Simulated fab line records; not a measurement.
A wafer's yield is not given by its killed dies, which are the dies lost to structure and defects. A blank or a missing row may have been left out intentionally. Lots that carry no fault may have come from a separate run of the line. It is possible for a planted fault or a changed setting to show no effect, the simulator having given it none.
Split-lot trial    flow n5Finfet    21 wafers read from 7 lots, route of 1938 steps

THE SPLIT
At N5_BEOL_M7_ETCH_66 (etches SOC in N2/H2, target depth 80 nm, overetch 16 nm, time 120 s), the setting biasW was moved away from the recipe's 150 W on 6 of the 21 wafers read, by -7.5% to +12.1%. All remaining wafers had this setting at the recipe value.

The reading is taken at the split's own step.

THE READING
rfVppV, in V, at N5_BEOL_M7_ETCH_66 (etches SOC in N2/H2, target depth 80 nm, overetch 16 nm, time 120 s). A value of 523.8 V with a standard deviation of 2.1 V is what fault-free wafers of this fab line usually give.

wafer   tool, chamber at the split  biasW as run, W  against the recipe  rfVppV, V  against lot-mates on the recipe
L080.1  rieDiel-06, 3               150              recipe              527.8      -
L080.2  rieDiel-06, 1               159.8            +6.5%               543.2      +16.5
L080.3  rieDiel-06, 0               150              recipe              525.6      -
L082.2  rieDiel-03, 2               150              recipe              526.8      -
L082.3  rieDiel-03, 1               150              recipe              520.3      -
L082.6  rieDiel-03, 1               150              recipe              520.7      -
L085.4  rieDiel-02, 2               150              recipe              522.7      -
L085.5  rieDiel-02, 1               150              recipe              524.3      -
L085.6  rieDiel-02, 2               150              recipe              523.3      -
L088.1  rieDiel-03, 2               150              recipe              524.8      -
L088.5  rieDiel-03, 0               143.2            -4.5%               506.6      -18.2
L088.6  rieDiel-03, 3               143.2            -4.5%               510.3      -14.5
L094.1  rieDiel-06, 1               150              recipe              521.8      -
L094.2  rieDiel-06, 0               150              recipe              525.2      -
L094.5  rieDiel-06, 0               168.1            +12.1%              562.7      +39.2
L096.3  rieDiel-02, 3               150              recipe              522.3      -
L096.4  rieDiel-02, 1               150              recipe              524.0      -
L096.5  rieDiel-02, 1               163.5            +9.0%               553.0      +29.9
L097.3  rieDiel-06, 3               150              recipe              528.2      -
L097.4  rieDiel-06, 2               138.7            -7.5%               498.3      -27.6
L097.6  rieDiel-06, 0               150              recipe              523.6      -

THE FIT
A straight line over all 21 wafers: rfVppV changes by +3.24 V for each +1% of biasW; r = +0.99; the points scatter about the line by 2.2 V.
The same after taking each lot's own level away (the mean of its wafers on the recipe; 21 wafers): +3.3 V for each +1%; r = +0.99; scatter 2.1 V.
The reading moves by 40 V for the largest change in biasW, on that fit.
From 522.60 to 526.70 V: that is the span of the lots' own levels, equal to 2.0 times the standard deviation above.
The two slopes are in agreement: the lot-to-lot level therefore moves the slope only a little.
Check: for one of the wafers moved furthest among these (+12.1%), held out of the fit, the line's prediction against its lot-mates is +39.4 V. Against them it came out at +39.2 V.
Tool readings at the split's step, against how far the setting was moved: rfVppV r = +0.99.

THESE WAFERS: OTHER SPLITS
Other splits were also applied to these wafers ahead of the reading. Each is held against what the fit with the lots' levels taken away leaves over:
other split on the same wafers   wafers away from the commonest value  r with rfVppV (lot level and that fit taken away)
N5_BEOL_M7_HM_DEP_02 targetThkA  7                                     +0.20
N5_BEOL_M7_DESCUM_33 timeS       7                                     -0.23

FILE'S OWN FIT
rfVppV changes by +3.27 V for each +1% of biasW, r = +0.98.
